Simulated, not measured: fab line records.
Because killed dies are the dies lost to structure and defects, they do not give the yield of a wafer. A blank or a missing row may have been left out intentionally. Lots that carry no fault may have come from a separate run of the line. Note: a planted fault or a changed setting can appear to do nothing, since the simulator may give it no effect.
Struck lot and sound lot, side by side :: flow nand-harc :: 13 steps out of a route of 1302
Sound: wafers L908.2, L908.3, L908.5. Struck: wafers L923.3, L923.4, L923.6. At the end, the cause is stated.
Each step with rows lists, per side, the tool, then ch with its chambers, then its first start. Under that, the readings that differ: sound wafers :: struck wafers :: difference of the means :: sigmas: that difference in standard deviations of wafers without a fault.
alike: same words and numbers on both sides, and readings whose means sit less than 2 such deviations apart. not compared: any withheld reading, any reading some wafer has no value for, any bound like >300 that may hide the same value, and any number with overlapping values for which the record gives no deviation.
The two part at a step that has a row with sigmas, a row that says differs or no value, or rows on one side only. Numbers that don't overlap but have no deviation are shown without sigmas and don't part them. Lack of a reading on every wafer of one side parts them only where that side has two or more wafers.

NHARC_A_CHANNEL_FILL_D1_ALD_15: deposits SiNx, target thk 2 nm, pulse time 60 s, ald cycles 19.
  sound: ald-sin-batch-01 ch 0; struck: ald-sin-batch-03 ch 0
  alike: ald-cycles, precursor-pulse-height-rel
NHARC_A_CHANNEL_FILL_D1_ALD_16: deposits SiO2, target thk 1.5 nm, pulse time 10 s, ald cycles 15.
  sound on ald-hk-03 ch 0,1,2, day 10 23:55; struck on ald-hk-01 ch 0,2, day 16 23:14
  alike: ald-cycles, heater-power-w, precursor-pulse-height-rel
then, 2 steps without rows for these wafers: NHARC_A_CHANNEL_FILL_D1_ANNEAL_17 (time 1800 s); NHARC_A_CHANNEL_FILL_D1_CVD_18 (deposits poly-Si, target thk 3 nm).
NHARC_A_CHANNEL_FILL_D1_ETCHBACK_19: etches the open film in HBr/Cl2, target depth 5 nm, time 1.7 s.
  sound on rie-si-02 ch 0,1, day 11 14:52; struck on rie-si-02 ch 0,1,2, day 17 11:20
  alike: bias-w, drypump-motor-current-A, mfc-cl2-sccm, oes-product-au, throttle-valve-pct
  not compared: rf-hours-counter-h
then, 1 step without rows for these wafers: NHARC_A_CHANNEL_FILL_D1_ETCHBACK_20 (etches the open film in C4F8/O2/Ar, target depth 27 nm, time 13.5 s).
NHARC_A_CHANNEL_FILL_D1_STRIP_28: strips in O2, time 20 s.
  sound on rie-diel-12 ch 1,2,3, day 11 15:05; struck on rie-diel-12 ch 0,2,3, day 17 11:32
  alike: drypump-motor-current-A, oes-product-au, rf-vpp-V, showerhead-plenum-p-Torr, throttle-valve-pct
  not compared: rf-hours-counter-h
then, 4 steps without rows for these wafers: NHARC_A_CHANNEL_FILL_D1_PRECLEAN_21 (cleans in dHF, time 30 s); NHARC_A_CHANNEL_FILL_D1_SRD_23; NHARC_A_CHANNEL_FILL_D1_CVD_05 (deposits poly-Si, target thk 5 nm); NHARC_A_CHANNEL_FILL_D1_ANNEAL_22 (time 7200 s).
NHARC_A_CHANNEL_FILL_D1_ALD_25: deposits SiOx, target thk 60 nm, pulse time 10 s, ald cycles 600.
  sound on ald-hk-01 ch 0,3, day 12 02:58; struck on ald-hk-01 ch 0,1, day 18 01:26
reading: ald-cycles
sound: 600 600 600
struck: 816 816 816
difference: +216
sigmas: 
  alike: heater-power-w, precursor-pulse-height-rel
NHARC_A_CHANNEL_FILL_D1_ETCHBACK_08: etches the open film in C4F8, target depth 220 nm, time 110 s.
  sound: rie-diel-05 ch 0,2,3; struck: rie-diel-03 ch 0,2,3
  alike: oes-product-au, rf-vpp-V
  not compared: rf-hours-counter-h

== WHERE THEY PART ==
Nowhere in this record.

WHY: the cause the simulator had injected
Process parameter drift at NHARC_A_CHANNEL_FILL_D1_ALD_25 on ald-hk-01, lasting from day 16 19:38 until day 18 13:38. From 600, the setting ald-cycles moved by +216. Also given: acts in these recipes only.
